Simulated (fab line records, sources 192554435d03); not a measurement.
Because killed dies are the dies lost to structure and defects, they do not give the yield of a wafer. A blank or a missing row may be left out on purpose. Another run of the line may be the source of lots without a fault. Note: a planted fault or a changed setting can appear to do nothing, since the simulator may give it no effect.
Split-lot experiment -- flow n5-finfet -- route with 1938 steps; 7 lots, 21 wafers read

## ON THE SPLIT
At N5_BEOL_M10_TRENCH_ETCH_37 (etches SiCOH lowk in C4F6/O2, target depth 148.83 nm, time 48 s), the setting bias-w was moved away from the recipe's 185 W on 6 of the 21 wafers read, by +5.9% to +13.5%. The other wafers ran this setting at the recipe's value.

Reading taken at the split's own step.

## THE READING
rf-vpp-V, in V, at N5_BEOL_M10_TRENCH_ETCH_37 (etches SiCOH lowk in C4F6/O2, target depth 148.83 nm, time 48 s). Fault-free wafers of this fab line usually give 668 V, standard deviation 5.3 V.

wafer,"tool, chamber at the split","bias-w as run, W",against the recipe,"rf-vpp-V, V",against lot-mates on the recipe
L075.2,"rie-diel-03, 0",185,recipe,665,-
L075.3,"rie-diel-03, 3",185,recipe,668,-
L075.6,"rie-diel-03, 1",185,recipe,674,-
L077.1,"rie-diel-05, 1",185,recipe,670,-
L077.2,"rie-diel-05, 0",185,recipe,659,-
L077.3,"rie-diel-05, 2",185,recipe,674,-
L076.1,"rie-diel-03, 3",185,recipe,666,-
L076.2,"rie-diel-03, 2",195.9,+5.9%,689,+20
L076.3,"rie-diel-03, 1",185,recipe,673,-
L083.3,"rie-diel-03, 1",185,recipe,672,-
L083.4,"rie-diel-03, 3",185,recipe,666,-
L083.5,"rie-diel-03, 0",185,recipe,666,-
L085.2,"rie-diel-05, 2",210,+13.5%,744,+78
L085.4,"rie-diel-05, 3",185,recipe,666,-
L085.6,"rie-diel-05, 2",210,+13.5%,745,+79
L092.1,"rie-diel-03, 0",185,recipe,666,-
L092.3,"rie-diel-03, 1",197.2,+6.6%,707,+38
L092.6,"rie-diel-03, 1",185,recipe,672,-
L096.3,"rie-diel-05, 1",197.9,+7.0%,708,+48
L096.4,"rie-diel-05, 0",185,recipe,660,-
L096.5,"rie-diel-05, 0",197.9,+7.0%,695,+35

FIT RESULTS
A straight line over all 21 wafers: rf-vpp-V changes by +5.46 V for each +1% of bias-w; r = +0.98; the points scatter about the line by 5.5 V.
The same after taking each lot's own level away (the mean of its wafers on the recipe; 21 wafers): +5.71 V for each +1%; r = +0.98; scatter 5.2 V.
The reading moves by 77 V for the largest change in bias-w, on that fit.
Measured against the standard deviation above, the lots' own levels, which go from 660.0 to 669.5 V, span 1.8 times it.
Consequently the slope shifts little with the lot-to-lot level, the two slopes agreeing.
Check: +76.1 V against its lot-mates is what the line predicts for one of the wafers moved furthest among these (+13.5%) when that wafer is left out of the fit. Against them it came out at +78 V.
Tool readings at the split's step, against how far the setting was moved: rf-vpp-V r = +0.98.

## THESE WAFERS: OTHER SPLITS
Before the reading, these wafers also passed through other splits. Each is held against what the fit with the lots' levels taken away leaves over:
other split on the same wafers,wafers away from the commonest value,r with rf-vpp-V (lot level and that fit taken away)
N5_BEOL_M8_TRENCH_ETCH_37 bias-w,5,-0.20
N5_BEOL_M10_PECVD_70 temp-c,7,-0.14

## THE FILE'S OWN FIT
rf-vpp-V changes by +5.54 V for each +1% of bias-w, r = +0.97.
